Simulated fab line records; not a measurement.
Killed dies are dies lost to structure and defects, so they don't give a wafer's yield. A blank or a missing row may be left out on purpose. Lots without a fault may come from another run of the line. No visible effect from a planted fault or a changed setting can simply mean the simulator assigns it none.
fab line records	flow nand_harc
record: lots: 12	wafers: 34	last_day: 35
route steps=1302 shown A_STAIRCASE@811 END@1302
lots that met no fault: from a run of the same line without faults
start_h: start of the lot's first displayed wafer, in hours after the record's first day	wait_h: hours elapsed since this lot's preceding step	" identical to the entry in the row above	L1.1+2: a row that stands for several wafers	- either no value or no given start	* or withheld: withheld	< > ~ a bound
route shown NAME@n: names a module that has steps shown in the file, with the first one's number in the route	usual: average and standard deviation across the fault-free wafers	same: alike in all rows	chamber/n: place in a boat	sites: per-site readings	_std_site: the values' standard deviation	_edge_site: mean of outer sites minus mean of inner sites	radius_mm: how far each site lies from the wafer's centre	mask NAME#n: copy n	behind: the tool/chamber that last shaped the wafer	hold: why the lot was held/for how many hours/how that ended	device: names the non-switching transistor (n, p or np)	end of line: at the end of the route, the tests of the same wafers	where a step has no rows: the recipe by itself	killed: at the first sort, the dies lost to defects and structure; wafer yield is something else	map: the dies of a wafer, with x for killed, . for not killed, _ for no die there
set.NAME: the setting the step ran with; set.NAME@STEP: the setting that earlier step ran with	model.NAME: the simulator's own value behind a step, which no gauge read
the route's steps for a sample of lots (tables are steps, rows are wafers)
services: from which hour (start_h, from the record's first day; less than 0 if before it) a tool's chamber was out of use, for how many hours, and why
== steps ==
step: NHARC_A_STAIRCASE_ETCH_452
recipe: target_depth_a: 300	overetch_a: 30	time_s: 16.5	ion_energy_ev: 100	cf4_flow_sccm: 80	o2_flow_sccm: 20	ar_flow_sccm: 0	rf_w: 300	bias_w: 100	chemistry: CF4/O2
usual: chamber_pressure_mTorr: 29.997/0.027	drypump_motor_current_A: 5.7/0.58	oes_product_au: 1.001/0.0093	rf_vpp_V: 197.2/1.4	showerhead_plenum_p_Torr: 1.30/0.049	throttle_valve_pct: 13.398/0.0097
lot.wafer	tool	chamber	start_h	wait_h	chamber_pressure_mTorr	drypump_motor_current_A	oes_product_au	rf_hours_counter_h	rf_vpp_V	showerhead_plenum_p_Torr	throttle_valve_pct
L187.1	rie_diel-06	3	-	-	29.997	5.5	0.993	19	195.6	1.31	13.411
L187.6	"	2	"	"	29.966	5.9	0.997	-	196.1	1.26	13.411
L187.5	"	3	"	"	30.048	5.5	0.990	-	198.1	1.31	13.398
L192.3	rie_diel-06	3	-	-	30.015	5.4	0.998	32	196.6	1.31	13.411
L192.2	"	0	"	"	30.024	6.8	0.980	26	196.1	1.30	13.391
L192.6	"	0	"	"	29.978	6.8	0.987	-	198.4	1.29	13.390
L194.3	rie_diel-01	2	-	-	29.982	4.8	1.009	28	197.1	1.31	13.395
L194.5	"	3	"	"	30.031	6.2	1.008	-	197.8	1.31	13.387
L193.4	rie_diel-10	2	-	-	30.024	5.1	1.014	19	198.7	1.27	13.382
L193.1	"	3	"	"	29.984	5.3	1.009	20	200.1	1.41	13.395
L196.1	rie_diel-10	1	-	-	29.986	5.8	1.006	28	195.6	1.25	13.398
L196.3	"	2	"	"	30.036	5.1	1.008	27	196.8	1.27	13.377
L196.4	"	1	"	"	29.957	5.8	0.997	-	196.0	1.25	13.401
L198.4	rie_diel-01	2	-	-	29.985	4.8	1.001	39	197.8	1.31	13.388
L198.3	"	0	"	"	30.032	6.7	0.998	42	199.0	1.37	13.394
L198.5	"	2	"	"	30.019	4.8	1.010	-	199.2	1.31	13.393
L197.2	rie_diel-01	2	-	-	30.044	4.8	1.003	40	197.9	1.31	13.401
L197.1	"	0	"	"	29.953	6.6	1.002	44	199.1	1.37	13.393
L197.5	"	2	"	"	29.954	4.8	1.013	-	198.3	1.31	13.377
L199.4	rie_diel-10	0	-	-	29.962	5.3	1.018	29	196.2	1.29	13.403
L199.5	"	1	"	"	30.044	5.8	0.999	-	196.0	1.25	13.398
L199.6	"	2	"	"	29.999	5.1	1.011	-	197.5	1.27	13.409
L201.1	rie_diel-10	0	-	-	30.039	5.4	1.005	33	197.6	1.29	13.401
L201.5	"	2	"	"	30.010	5.1	1.005	-	195.9	1.27	13.393
L201.6	"	3	"	"	29.984	5.4	1.008	-	197.3	1.40	13.396
L205.1	rie_diel-01	2	-	-	29.970	4.8	0.987	12	195.6	1.30	13.410
L205.3	"	3	"	"	30.012	6.1	0.988	8	198.3	1.30	13.409
L205.5	"	1	"	"	30.050	6.3	0.995	-	195.4	1.26	13.394
L206.3	rie_diel-10	0	-	-	30.003	5.3	1.000	0	194.5	1.29	13.401
L206.5	"	1	"	"	29.966	5.8	1.006	-	195.2	1.24	13.391
L206.6	"	2	"	"	29.986	5.1	0.994	-	195.7	1.26	13.387
L207.2	rie_diel-06	0	-	-	29.955	6.8	0.998	54	198.9	1.28	13.399
L207.3	"	1	"	"	29.998	6.1	0.992	61	198.8	1.33	13.414
L207.6	"	2	"	"	29.966	5.9	0.991	-	195.3	1.25	13.405
step: NHARC_A_STAIRCASE_STRIP_295
recipe: o2_flow_sccm: 500	ar_flow_sccm: 0	bias_w: 0	chemistry: O2
usual: chamber_pressure_mTorr: 60.00/0.054	drypump_motor_current_A: 5.8/0.59	oes_product_au: 1.003/0.0098	rf_vpp_V: 57.6/0.87	showerhead_plenum_p_Torr: 3.46/0.13	throttle_valve_pct: 17.037/0.0098
lot.wafer	tool	chamber	start_h	wait_h	chamber_pressure_mTorr	drypump_motor_current_A	oes_product_au	rf_hours_counter_h	rf_vpp_V	showerhead_plenum_p_Torr	throttle_valve_pct
L187.1	rie_diel-06	3	-	-	59.93	5.4	0.993	20	57.5	3.47	17.042
L187.5	"	2	"	"	60.02	5.9	1.000	-	58.5	3.34	17.036
L187.6	"	3	"	"	60.10	5.5	0.997	-	57.8	3.47	17.060
L192.3	rie_diel-06	1	-	-	60.00	6.1	0.998	30	58.1	3.56	17.048
L192.2	"	3	"	"	60.04	5.5	0.999	33	58.0	3.47	17.049
L192.6	"	1	"	"	60.02	6.1	0.990	-	56.7	3.56	17.051
L194.3	rie_diel-01	1	-	-	60.11	6.4	1.007	34	57.8	3.35	17.033
L194.5	"	1	"	"	59.98	6.3	0.996	-	57.5	3.35	17.028
L193.1	rie_diel-10	1	-	-	59.96	5.8	1.006	22	59.4	3.31	17.046
L193.4	"	0	"	"	60.02	5.4	1.006	20	57.9	3.42	17.042
L196.4	rie_diel-10	0	-	-	59.99	5.3	1.012	25	57.3	3.41	17.041
L196.3	"	1	"	"	60.00	5.8	0.994	29	58.4	3.30	17.050
L196.1	"	2	"	"	60.02	5.1	1.013	28	56.9	3.36	17.026
L198.4	rie_diel-01	2	-	-	59.97	4.8	1.008	39	56.9	3.46	17.040
L198.3	"	1	"	"	59.89	6.3	1.003	44	57.1	3.35	17.037
L198.5	"	3	"	"	60.10	6.2	0.991	-	57.5	3.46	17.021
L197.1	rie_diel-01	3	-	-	59.97	6.2	1.000	42	57.3	3.46	17.026
L197.2	"	1	"	"	60.06	6.4	1.013	45	57.9	3.34	17.047
L197.5	"	2	"	"	60.05	4.8	1.012	-	57.4	3.46	17.036
L199.4	rie_diel-10	1	-	-	60.00	5.8	0.999	33	56.9	3.30	17.022
L199.6	"	3	"	"	59.97	5.4	1.004	-	57.0	3.70	17.040
L199.5	"	0	"	"	59.96	5.3	1.000	-	58.1	3.41	17.036
L201.1	rie_diel-10	2	-	-	59.98	5.1	1.014	35	58.7	3.35	17.060
L201.6	"	3	"	"	59.92	5.4	1.016	-	57.1	3.69	17.034
L201.5	"	0	"	"	60.00	5.4	1.013	-	57.1	3.41	17.037
L205.1	rie_diel-01	0	-	-	60.01	6.7	1.008	9	57.8	3.61	17.046
L205.3	"	2	"	"	59.99	4.8	0.990	13	58.0	3.44	17.028
L205.5	"	1	"	"	60.04	6.4	0.987	-	57.9	3.33	17.029
L206.3	rie_diel-10	1	-	-	60.08	5.9	1.008	0	58.5	3.29	17.031
L206.5	"	3	"	"	59.98	5.4	1.009	-	57.1	3.69	17.043
L206.6	"	0	"	"	59.95	5.4	1.002	-	56.8	3.40	17.030
L207.3	rie_diel-06	2	-	-	59.91	5.9	1.001	57	57.4	3.31	17.038
L207.2	"	0	"	"	60.03	6.8	1.002	54	57.9	3.40	17.046
L207.6	"	2	"	"	60.03	5.9	0.997	-	57.0	3.31	17.028
step: NHARC_A_STAIRCASE_HM_DEP_462
recipe: target_thk_a: 8000	temp_c: 400	material: aC
usual: throttle_valve_pct: 35.000/0.0092
lot.wafer	tool	chamber	start_h	wait_h	throttle_valve_pct
L187.1	acl_dep-01	0	418.24	0.1	35.009
L187.5	"	0	419.46	1.3	35.008
L187.6	"	0	"	"	34.993
L192.2	acl_dep-03	0	476.76	0.4	35.002
L192.3	"	0	"	"	34.995
L192.6	"	0	"	"	35.014
L194.3	acl_dep-03	0	498.24	1.3	35.007
L194.5	"	0	"	"	34.996
L193.1	acl_dep-02	0	498.76	0.1	34.996
L193.4	"	0	"	"	34.993
L196.1	acl_dep-01	0	518.04	1.9	35.007
L196.3	"	0	"	"	34.999
L196.4	"	0	"	"	34.995
L198.3	acl_dep-03	0	522.73	2.0	35.019
L198.4	"	0	"	"	35.012
L198.5	"	0	"	"	35.006
L197.1	acl_dep-02	0	524.87	0.1	35.025
L197.2	"	0	"	"	34.999
L197.5	"	0	"	"	34.999
L199.4	acl_dep-01	0	530.68	1.0	35.008
L199.5	"	0	"	"	35.009
L199.6	"	0	"	"	34.987
L201.1	acl_dep-03	0	543.68	1.5	35.006
L201.5	"	0	544.90	2.7	35.000
L201.6	"	0	"	"	35.020
L205.1	acl_dep-01	0	610.81	8.2	34.985
L205.3	"	0	"	"	34.997
L205.5	"	0	"	"	35.011
L206.3	acl_dep-01	0	617.48	9.0	35.003
L206.5	"	0	"	"	35.007
L206.6	"	0	"	"	34.983
L207.2	acl_dep-02	0	652.02	12.6	34.986
L207.3	"	0	"	"	34.996
L207.6	"	0	"	"	34.991
step: NHARC_A_STAIRCASE_HM_OPEN_463
recipe: o2_flow_sccm: 400	cos_flow_sccm: 20	ar_flow_sccm: 0	rf_w: 500	bias_w: 300	chemistry: O2/COS
usual: chamber_pressure_mTorr: 20.000/0.018	cos_flow_sccm: 19.99/0.055	drypump_motor_current_A: 5.8/0.54	oes_product_au: 1.001/0.0097	rf_vpp_V: 465.6/2.5	showerhead_plenum_p_Torr: 3.05/0.11	throttle_valve_pct: 28.331/0.0095
lot.wafer	tool	chamber	start_h	wait_h	chamber_pressure_mTorr	cos_flow_sccm	drypump_motor_current_A	oes_product_au	rf_hours_counter_h	rf_vpp_V	showerhead_plenum_p_Torr	throttle_valve_pct
L187.1	rie_diel-06	1	421.21	-	19.960	20.10	6.1	0.998	21	469.3	3.15	28.329
L187.5	"	0	"	"	20.003	20.00	6.8	0.989	-	464.0	3.04	28.343
L187.6	"	1	"	"	19.987	20.12	6.1	1.003	-	466.6	3.15	28.354
L192.3	rie_diel-06	3	479.40	-	20.001	19.93	5.4	0.993	34	466.0	3.07	28.317
L192.2	"	1	"	"	20.007	20.02	6.1	0.994	31	468.4	3.15	28.334
L192.6	"	3	"	"	19.996	19.90	5.4	1.000	-	467.0	3.07	28.313
L194.3	rie_diel-06	2	500.67	-	20.017	20.02	5.9	0.996	3	463.3	2.95	28.325
L194.5	"	3	"	"	20.014	19.99	5.4	1.316	-	466.2	3.06	28.357
L193.1	rie_diel-06	1	501.83	-	19.986	20.05	6.1	1.345	3	468.3	3.14	28.340
L193.4	"	3	"	"	19.966	20.00	5.5	0.984	3	466.1	3.06	28.330
L196.4	rie_diel-06	2	521.09	-	20.000	19.99	5.9	0.993	11	464.8	2.94	28.340
L196.1	"	3	"	"	20.016	20.04	5.4	1.324	10	465.9	3.06	28.327
L196.3	"	0	"	"	19.984	19.87	6.8	0.990	11	464.5	3.03	28.332
L198.3	rie_diel-10	3	525.46	-	20.006	19.88	5.4	1.012	33	470.8	3.27	28.337
L198.4	"	1	"	"	19.988	19.95	5.8	0.994	32	462.8	2.92	28.329
L198.5	"	2	"	"	20.028	20.06	5.1	1.005	-	465.6	2.97	28.334
L197.1	rie_diel-10	2	528.76	-	20.043	20.09	5.1	1.012	32	463.4	2.97	28.318
L197.2	"	0	"	"	19.983	20.03	5.4	1.010	29	465.9	3.02	28.327
L197.5	"	2	"	"	19.981	19.98	5.1	1.004	-	464.3	2.97	28.328
L199.4	rie_diel-01	1	532.90	-	19.984	20.02	6.4	1.002	51	464.1	2.95	28.330
L199.5	"	1	"	"	19.986	19.91	6.4	1.006	-	464.7	2.95	28.327
L199.6	"	2	"	"	20.006	19.97	4.8	1.002	-	466.2	3.06	28.312
L201.1	rie_diel-10	1	546.77	-	19.984	20.06	5.8	1.002	38	463.5	2.92	28.337
L201.5	"	0	"	"	19.991	19.97	5.4	1.012	-	464.6	3.01	28.323
L201.6	"	1	"	"	20.029	20.00	5.8	1.005	-	461.9	2.92	28.329
L205.3	rie_diel-06	2	613.89	-	19.988	20.00	5.9	0.996	47	463.7	2.93	28.335
L205.1	"	0	"	"	19.995	19.94	6.8	1.006	48	467.0	3.01	28.332
L205.5	"	1	"	"	20.005	20.11	6.1	0.998	-	467.6	3.12	28.328
L206.3	rie_diel-10	3	619.89	-	19.973	20.01	5.4	1.006	3	470.3	3.26	28.317
L206.5	"	0	"	"	19.998	20.01	5.4	1.000	-	465.0	3.01	28.328
L206.6	"	1	"	"	20.015	20.02	5.9	1.009	-	463.1	2.91	28.323
L207.3	rie_diel-06	2	654.79	-	19.981	19.96	5.9	0.985	61	461.3	2.92	28.326
L207.2	"	3	"	"	19.996	20.03	5.5	0.974	57	464.5	3.04	28.335
L207.6	"	1	"	"	20.007	19.94	6.2	0.985	-	466.4	3.11	28.338
step: NHARC_END_SORT_01
recipe: temp_c: 25
usual: killed_at_array: 54/18	killed_at_other: 0.9/1.2	killed_at_periphery: 4.4/2.9	killed_dies: 59/18	killed_open: 3.2/1.8	killed_short: 2.6/1.8
same: gross_dies: 677
lot.wafer	tool	chamber	start_h	wait_h	killed_at_array	killed_at_other	killed_at_periphery	killed_dies	killed_open	killed_short
L193.1	prober-02	0	712.54	2.5	67	2	1	70	3	5
L193.4	prober-02	0	714.93	3.4	68	0	1	69	2	1
killed by level:class
L193.1 A_SLIT:chamber_film_flake=34 A_CHANNEL_HOLE_D2:chamber_film_flake=20 A_CHANNEL_HOLE_D1:chamber_film_flake=3 A_ONON_D1:geometric_particle:short=2 A_DECK1_JOINT:geometric_particle:open=2 A_WL_FILL:chamber_film_flake=2 P_M0:geometric_particle:short=1 A_CHANNEL_HOLE_D1:geometric_particle:short=1
L193.4 A_SLIT:chamber_film_flake=32 A_CHANNEL_HOLE_D2:chamber_film_flake=16 A_CHANNEL_HOLE_D1:chamber_film_flake=7 A_CHANNEL_FILL_D1:chamber_film_flake=3 A_CHANNEL_FILL_D2:chamber_film_flake=2 A_BLC:chamber_film_flake=2 A_WL_FILL:chamber_film_flake=2 P_M0:geometric_particle:open=1
== services ==
tool	chamber	start_h	hours	kind
rie_diel-10	0	400.71	-	clean
rie_diel-10	1	400.71	-	clean
rie_diel-10	2	400.71	-	clean
rie_diel-10	3	400.71	-	clean
rie_diel-10	0	406.59	3.3	repair
rie_diel-10	-	419.56	9.0	pm
rie_diel-10	0	419.56	9.0	vent_cycle
rie_diel-10	1	419.56	9.0	vent_cycle
rie_diel-10	2	419.56	9.0	vent_cycle
rie_diel-10	3	419.56	9.0	vent_cycle
acl_dep-02	-	423.74	13.0	pm
rie_diel-10	0	428.56	-	clean
rie_diel-10	1	428.56	-	clean
rie_diel-10	2	428.56	-	clean
acl_dep-03	-	453.30	10.2	repair
acl_dep-03	-	480.93	13.0	pm
rie_diel-10	0	483.51	6.6	repair
rie_diel-06	-	484.27	9.0	pm
acl_dep-01	-	550.27	13.0	pm
rie_diel-01	-	557.80	9.0	pm
rie_diel-10	-	596.76	9.0	pm
acl_dep-02	-	606.26	13.0	pm
rie_diel-01	0	619.70	6.1	repair
rie_diel-10	1	643.14	7.1	repair
== key ==
first_sign: step: NHARC_A_STAIRCASE_HM_OPEN_463	reading: oes_product_au	direction: up	sigmas: 34	usual: 1.001	struck: 1.328
effect none on later readings
met_at NHARC_A_STAIRCASE_HM_OPEN_463
struck_lots L193,L194,L196
struck_wafers L193.1,L194.5,L196.1
tester_left_out L193,L194,L196
not_acting_at NHARC_A_STAIRCASE_ETCH_452,NHARC_A_STAIRCASE_STRIP_295,NHARC_A_STAIRCASE_HM_DEP_462
onset_between 479.40 500.67
fault: kind: process_parameter_drift	tool: rie_diel-06	chamber: -	onset_h: 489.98	steps: NHARC_A_STAIRCASE_HM_OPEN_463	channel: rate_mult	offset: 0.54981	shape: step	end_h: 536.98	scope: struck_wafers_only
tester_left_out: of these lots the tester's yield and bins aren't shown, on N5 and GAA mostly nor the transistor test; their killed dies are dies lost to structure and defects alone, not to doping, threshold or leakage, so they don't give the yield
